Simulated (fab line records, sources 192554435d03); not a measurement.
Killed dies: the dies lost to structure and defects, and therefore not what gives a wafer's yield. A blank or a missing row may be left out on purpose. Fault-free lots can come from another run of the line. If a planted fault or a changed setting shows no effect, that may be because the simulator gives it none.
Chamber matching	flow n5_finfet	4 sister chambers for N5_BEOL_M15_ETCH_57 on rie_diel-05
The step etches SOC in N2/H2, time 750 s. 4 wafers are shown with their chamber, then 8 later ones without.

WAFERS WITH THEIR CHAMBER
wafer	chamber	drypump_motor_current_A (A)
L088.3	1	5.6
L090.3	0	5.8
L090.4	3	6.1
L091.2	2	5.0

WAFERS WITHOUT THEIR CHAMBER
wafer	drypump_motor_current_A (A)
L091.5	6.1
L091.6	5.0
L093.2	6.1
L093.3	5.6
L093.4	5.8
L095.2	6.2
L095.5	6.2
L095.6	5.8

EACH ONE'S CHAMBER
wafer	from the rows above	in truth
L091.5	3	3
L091.6	2	2
L093.2	3	3
L093.3	1	1
L093.4	0	0
L095.2	3	3
L095.5	3	3
L095.6	0	0
Correct placement for 8 of the 8. Not placeable from these rows: 0. 0 placed wrongly.
How it was worked out, from the rows above alone: a wafer's distance from a chamber is the root of the sum, over the readings, of the square of ((its reading less the chamber's mean) divided by the reading's scatter). If the next closest chamber is less than 2 further off than the closest, the wafer can't be placed; otherwise it belongs to the closest. For every chamber, the mean is computed from those of its wafers that are shown. The scatter: root of mean squared gap, hidden wafer to nearest shown wafer, with one shown wafer a chamber.
